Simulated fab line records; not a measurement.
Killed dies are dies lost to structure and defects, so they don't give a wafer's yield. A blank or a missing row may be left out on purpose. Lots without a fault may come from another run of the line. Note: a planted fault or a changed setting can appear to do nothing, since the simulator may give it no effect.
Problem report in the 8D (eight disciplines) form, filled by code + flow n5-finfet + the parts of the form that need people (team, actions taken, sign-off) are left out
Where a reading is given only as a bound, like >300, the bound stands for it, and a mean or a difference that rests on one is marked > or <: the true number lies beyond.

## 1. WHAT WENT WRONG
raw-defect-count at N5_HKMG_FIN_INSPECT_61 reads a mean of >300 on 1 wafer of 1 lot; wafers without a fault read 2.1 with a standard deviation of 1.4. That is +99 or more standard deviations from the usual mean.
The step: inspects for defects (macro).
The first sign was on wafer L805.4 at day 8 18:28, on defect-inspect-01. The record holds 24 wafers of 9 lots with a number at this step. Rule for "out" (also "out of limits"): further than 4 standard deviations from the usual mean. The other wafers with a number count as sound.

## 2. WHAT IT IS, WHAT IT ISN'T
| question                    | is                | is not                                         |
|-----------------------------|-------------------|------------------------------------------------|
| which readings at this step | raw-defect-count  | -                                              |
| which lots                  | L805              | L786, L788, L790, L792, L794, L795, L796, L797 |
| which wafers of those lots  | L805.4            | L805.5, L805.6                                 |
| read on which gauges        | defect-inspect-01 | defect-inspect-02                              |
| when                        | from day 8 18:28  | up to then (23 sound wafers)                   |

## 3. WHAT RULES OUT EACH SUSPECT
Counting: any tool at a process step up to the reading remains a suspect provided it ran every lot that is out. Sound lots after the first of them don't rule it out here, since some wafers of a struck lot are sound.
- the gauge at N5_HKMG_FIN_INSPECT_61: kept. All the wafers that are out were read on defect-inspect-01, and no step on other tools shows them out.
- rie-si-01 at N5_SDB_CUT_ETCH_26 (etches Si in HBr/Cl2/O2, target depth 129.6 nm, bt time 20 s, time 51.8 s): kept. It processed L805, the lot that is out, at day 8 13:14, and its most recent sound lot before then was L797 at day 6 16:31.
- rie-diel-04 at N5_DUMMY_REMOVAL_STRIP_10 (strips in N2/H2, time 40 s): kept. It processed L805, the lot that is out, at day 8 17:06, and its most recent sound lot before then was L796 at day 6 13:31.
- ald-hk-02 at N5_HKMG_FIN_ALD_74 (deposits La2O3, target thk 0.5 nm, pulse time 6 s, co reactant pulse time 1 s): kept. It processed L805, the lot that is out, at day 8 17:59, and its most recent sound lot before then was L795 at day 6 05:16.
- ald-hk-02 at N5_HKMG_FIN_ALD_75 (deposits Al2O3, target thk 1 nm, co reactant pulse time 1 s): kept. It processed L805, the lot that is out, at day 8 18:04, and its most recent sound lot before then was L795 at day 6 05:21.
- In rie-si-01 at N5_SDB_CUT_ETCH_26, the wafers that are out were processed in chamber 3 and their sound lot-mates in chambers 0, 1.
- In rie-diel-04 at N5_DUMMY_REMOVAL_STRIP_10, the wafers that are out were processed in chamber 3 and their sound lot-mates in chambers 0, 2.
- In ald-hk-02 at N5_HKMG_FIN_ALD_74, the wafers that are out were processed in chamber 3 and their sound lot-mates in chambers 1, 2.
- In ald-hk-02 at N5_HKMG_FIN_ALD_75, the wafers that are out were processed in chamber 3 and their sound lot-mates in chambers 1, 2.
Left after counting: rie-si-01 at N5_SDB_CUT_ETCH_26, rie-diel-04 at N5_DUMMY_REMOVAL_STRIP_10, ald-hk-02 at N5_HKMG_FIN_ALD_74, ald-hk-02 at N5_HKMG_FIN_ALD_75, defect-inspect-01 at N5_HKMG_FIN_INSPECT_61.

## 4. THE CAUSE (what the simulator had put in)
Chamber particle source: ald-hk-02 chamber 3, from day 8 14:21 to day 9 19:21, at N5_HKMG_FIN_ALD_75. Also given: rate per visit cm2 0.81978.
Counting leaves 5 suspects; this tool is one of them.

## 5. SEQUENCE OF EFFECTS, ordered by route
Rows list readings where the struck wafers' mean (over those with a number) sits beyond 3 standard deviations from the usual. Scope: only readings with a usual standard deviation given in the record; hours: median across lots of the time from each lot's start at the first step in this table that gives one to its start at this step; sigmas: change in usual standard deviations.
| hours | step                    | reading             | usual | on struck wafers | change | sigmas      |
|-------|-------------------------|---------------------|-------|------------------|--------|-------------|
| 0     | N5_HKMG_FIN_INSPECT_61  | raw-defect-count    | 2.1   | >300             | >+298  | +99 or more |
| 199   | N5_PASSIVATION_PROBE_49 | killed-at-front-end | 40    | 74               | +34    | +3.1        |
| 199   | N5_PASSIVATION_PROBE_49 | killed-on-rim       | 13    | 28               | +15    | +3.9        |
Here are the process steps it includes:
- N5_PASSIVATION_PROBE_49
Later steps that measure or inspect, where all struck wafers having a row at the step show a number for every such reading and not one has moved that far: N5_BEOL_M4_RC_MEAS_101.

## 6. HOW IT WOULD HAVE BEEN CAUGHT EARLIER
The first out-of-limits reading at a measuring or inspecting step in this record came at day 8 18:28, 4 hours after the fault's start at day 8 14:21.
An alarm limit of 4 standard deviations would not have fired on the tool readings at N5_HKMG_FIN_ALD_75 for which the record gives a usual standard deviation, since none of them was out on any struck wafer.
By day 8 18:28, every lot that is out (1) had started N5_HKMG_FIN_ALD_75 on ald-hk-02. Tool hold at that time: it would have spared none of them.
